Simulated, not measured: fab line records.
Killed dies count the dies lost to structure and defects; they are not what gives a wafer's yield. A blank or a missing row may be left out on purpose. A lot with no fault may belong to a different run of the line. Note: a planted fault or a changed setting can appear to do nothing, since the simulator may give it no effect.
What tool caused it?	flow n5 finfet	7 lots with 21 wafers sampled at 9 steps, on a route of 1938 steps

## WHAT EACH GAUGE READ, for each wafer
N5_DUMMY_GATE_INSPECT_27: inspects for defects (brightfield).
lot	measured	on	raw defect count
L939	day 3 11:00	defect inspect-02	333 313 283
L941	day 4 00:12	defect inspect-02	271 215 175
L949	day 6 02:10	defect inspect-02	607 551 494
L950	day 6 07:52	defect inspect-02	554 463 574
L953	day 6 23:31	defect inspect-01	432 331 364
L956	day 7 16:13	defect inspect-01	214 265 227
L957	day 7 23:23	defect inspect-01	354 324 296

N5_SPACER0_INSPECT_04: inspects for defects (darkfield).
lot	measured	on	raw defect count
L939	day 3 11:36	defect inspect-01	147 147 138
L941	day 4 00:49	defect inspect-02	119 114 98
L949	day 6 02:46	defect inspect-01	399 388 342
L950	day 6 08:28	defect inspect-01	397 376 407
L953	day 7 00:08	defect inspect-01	201 162 169
L956	day 7 16:49	defect inspect-01	104 147 123
L957	day 8 00:00	defect inspect-02	155 158 151

N5_SD_EPI_N_INSPECT_11: inspects for defects (macro).
lot	measured	on	raw defect count
L939	day 3 11:56	defect inspect-02	2 1 4
L941	day 4 01:16	defect inspect-02	3 1 3
L949	day 6 03:14	defect inspect-01	259 271 260
L950	day 6 08:47	defect inspect-02	266 234 250
L953	day 7 00:28	defect inspect-01	3 4 1
L956	day 7 17:16	defect inspect-02	0 2 0
L957	day 8 00:20	defect inspect-01	1 2 0

N5_SD_EPI_N_INSPECT_26: inspects for defects (darkfield).
lot	measured	on	raw defect count
L939	day 3 16:48	defect inspect-01	211 211 199
L941	day 4 06:00	defect inspect-02	164 180 149
L949	day 6 07:27	defect inspect-02	442 419 395
L950	day 6 13:11	defect inspect-01	466 440 490
L953	day 7 04:28	defect inspect-02	243 234 224
L956	day 7 21:55	defect inspect-02	177 190 178
L957	day 8 05:04	defect inspect-02	246 230 235

N5_BEOL_M4_RC_MEAS_101.
lot	measured	on	DIBL_N (mV/V)	DIBL_P (mV/V)	IOFF_N (nA/um)	IOFF_P (nA/um)	ION_N (uA/um)	ION_P (uA/um)	SS_N (mV/dec)	SS_P (mV/dec)	VT_N (mV)	VT_P (mV)
L939	day 10 12:52	prober-01	35.6 34.9 35.7	36.9 35.4 35.9	0.152 0.134 0.153	0.178 0.170 0.178	669 670 671	451 456 455	71.1 71.3 72.0	73.6 73.3 73.3	248.7 249.2 251.5	-253.7 -252.4 -253.4
L941	day 10 22:22	prober-01	37.2 36.5 35.9	37.1 36.6 35.2	0.172 0.161 0.140	0.244 0.243 0.227	676 672 669	472 467 469	71.9 71.8 71.0	73.9 73.0 72.7	248.4 247.0 252.1	-244.4 -247.3 -248.4
L949	day 14 23:47	prober-01	34.7 36.8 35.3	33.6 35.7 34.6	0.137 0.175 0.146	0.184 0.211 0.197	666 667 665	458 453 458	70.4 71.2 70.7	72.8 73.8 73.1	250.3 248.7 248.0	-251.3 -250.6 -250.7
L950	day 15 10:38	prober-01	36.8 34.9 37.2	37.0 35.0 37.4	0.144 0.116 0.153	0.238 0.204 0.250	663 650 665	460 455 460	72.3 71.6 72.1	73.7 72.6 73.7	251.8 257.1 251.9	-247.6 -250.4 -248.8
L953	day 15 15:35	prober-01	35.4 35.7 34.8	36.2 37.6 35.6	0.143 0.146 0.134	0.196 0.219 0.186	665 669 658	461 463 454	71.9 71.4 72.3	73.2 73.5 73.0	253.8 252.3 252.1	-252.5 -248.9 -251.9
L956	day 17 07:20	prober-02	36.7 37.0 35.8	36.8 37.5 35.6	0.160 0.168 0.143	0.218 0.219 0.199	677 684 665	467 468 463	71.3 70.9 71.3	73.0 72.6 73.0	248.6 249.9 249.8	-247.3 -248.5 -250.6
L957	day 17 06:04	prober-02	36.5 40.0 37.1	36.4 40.9 37.2	0.150 0.228 0.171	0.210 0.301 0.236	676 699 677	466 479 471	71.5 72.5 71.1	72.9 74.0 73.1	250.0 242.9 246.3	-250.0 -244.8 -247.0

## WHAT TOOL EACH LOT RAN ON (gives the tool, then ch and the chambers of the sampled wafers, and finally the start)
lot	N5_DUMMY_GATE_TRIM_49	N5_DUMMY_GATE_STRIP_40	N5_DUMMY_GATE_ETCH_44	N5_DUMMY_GATE_STRIP_48
L939	rie si-04 ch 2,3, day 3 09:54	rie diel-01 ch 0,3, day 3 10:01	rie si-06 ch 0,1,3, day 3 10:36	rie diel-06 ch 0,1,3, day 3 10:49
L941	rie si-04 ch 0,1,3, day 3 23:16	rie diel-03 ch 2,3, day 3 23:22	rie si-06 ch 0,1,2, day 3 23:49	rie diel-01 ch 1,2,3, day 4 00:01
L949	rie si-04 ch 2,3, day 6 01:07	rie diel-03 ch 2,3, day 6 01:13	rie si-06 ch 1,2, day 6 01:47	rie diel-06 ch 2,3, day 6 01:59
L950	rie si-06 ch 1,2,3, day 6 06:44	rie diel-01 ch 0,1,2, day 6 06:53	rie si-06 ch 2,3, day 6 07:24	rie diel-06 ch 2,3, day 6 07:40
L953	rie si-06 ch 2,3, day 6 22:32	rie diel-03 ch 0,1, day 6 22:38	rie si-02 ch 2,3, day 6 23:04	rie diel-01 ch 2,3, day 6 23:19
L956	rie si-04 ch 1,2,3, day 7 15:07	rie diel-06 ch 0,1,3, day 7 15:13	rie si-02 ch 0,2,3, day 7 15:39	rie diel-03 ch 0,1, day 7 16:02
L957	rie si-04 ch 1,2,3, day 7 22:21	rie diel-01 ch 2,3, day 7 22:28	rie si-02 ch 1,2, day 7 22:59	rie diel-01 ch 1,2, day 7 23:12
- N5_DUMMY_GATE_TRIM_49: chemistry O2, time 29 s, target cd 14 nm.
- N5_DUMMY_GATE_STRIP_40: strips in CF4.
- N5_DUMMY_GATE_ETCH_44: etches poly-Si in HBr/O2, stops on SiO2, target depth 127.5 nm.
- N5_DUMMY_GATE_STRIP_48: strips in N2/H2, time 20 s.

## AS READ BY THE TOOLS THEMSELVES (means over the sampled wafers that have a number; for cases with no such wafer, the mark the record gives instead)
N5_DUMMY_GATE_TRIM_49.
lot	tool	O2_flow_sccm (sccm)	drypump motor current A (A)	oes product au (a.u.)	throttle valve pct (%)
L939	rie si-04	100.0	5.1	1.016	8.13
L941	rie si-04	100.1	5.6	1.007	8.04
L949	rie si-04	100.3	5.2	0.993	8.16
L950	rie si-06	100.4	6.0	0.997	8.08
L953	rie si-06	100.1	6.1	0.982	8.05
L956	rie si-04	99.6	5.5	1.016	8.11
L957	rie si-04	99.9	5.5	1.005	8.08

N5_DUMMY_GATE_STRIP_40.
lot	tool	drypump motor current A (A)	oes product au (a.u.)	rf vpp V (V)	showerhead plenum p Torr (Torr)	throttle valve pct (%)
L939	rie diel-01	5.6	0.70	270.8	1.79	13.89
L941	rie diel-03	6.1	0.85	272.3	1.78	13.35
L949	rie diel-03	6.0	0.85	271.9	1.80	13.39
L950	rie diel-01	5.6	0.74	270.2	1.77	13.85
L953	rie diel-03	5.7	0.82	271.5	1.79	13.53
L956	rie diel-06	6.2	0.81	270.8	1.78	13.52
L957	rie diel-01	6.0	0.87	272.3	1.83	13.48

N5_DUMMY_GATE_ETCH_44.
lot	tool	O2_flow_sccm (sccm)	drypump motor current A (A)	oes product au (a.u.)	throttle valve pct (%)
L939	rie si-06	10.02	5.9	0.724	18.51
L941	rie si-06	10.00	5.9	0.706	18.38
L949	rie si-06	10.02	6.1	0.719	18.25
L950	rie si-06	10.00	6.0	0.722	18.24
L953	rie si-02	10.00	5.2	0.733	18.36
L956	rie si-02	10.01	5.5	0.726	18.42
L957	rie si-02	9.99	5.7	0.731	18.28

N5_DUMMY_GATE_STRIP_48.
lot	tool	drypump motor current A (A)	oes product au (a.u.)	rf vpp V (V)	showerhead plenum p Torr (Torr)	throttle valve pct (%)
L939	rie diel-06	6.2	0.73	45.4	3.36	12.31
L941	rie diel-01	5.8	0.77	45.6	3.38	12.43
L949	rie diel-06	5.7	0.74	44.2	3.28	12.13
L950	rie diel-06	5.7	0.73	45.2	3.28	12.12
L953	rie diel-01	5.8	0.87	45.5	3.44	12.17
L956	rie diel-03	5.5	0.77	44.7	3.42	12.18
L957	rie diel-01	5.7	0.80	45.9	3.35	12.43

## THE ANSWER, worked out from the rows above alone
Rule: what is usual is taken from the lots themselves. Put in order of their means at a reading, lots are off if they are a third of the lots or fewer, leave a main group of 4 or more, and stand apart from it by a gap of 3 or more times the standard deviation of the main group's means; of several such gaps the widest counts. A main group whose means are all the same, to the digits that the tables above print for the reading, isn't used. A lot without any number at a reading at which 4 lots or more have one is off too. The other lots that the step has rows for count as sound. The gauges are gone through in route order, then the tools' own readings, and for those a lot's mean is taken as printed above. The first step at which some lot is off is used, and at that step the reading that is off furthest; a lot without a number counts as furthest.
Off: L949, L950, at N5_SPACER0_INSPECT_04 (raw defect count). The main group: mean 142, standard deviation 23.
A tool fits if, at a process step before that reading, it ran every lot that is off, and no sound lot after the first of them. Those tools and the gauges at N5_SPACER0_INSPECT_04 are tried in the same way. 2 tools fit, rie si-06 at N5_DUMMY_GATE_ETCH_44 and rie diel-06 at N5_DUMMY_GATE_STRIP_48, so this cannot tell which one it is.

## WHAT HAD BEEN PUT IN BY THE SIMULATOR
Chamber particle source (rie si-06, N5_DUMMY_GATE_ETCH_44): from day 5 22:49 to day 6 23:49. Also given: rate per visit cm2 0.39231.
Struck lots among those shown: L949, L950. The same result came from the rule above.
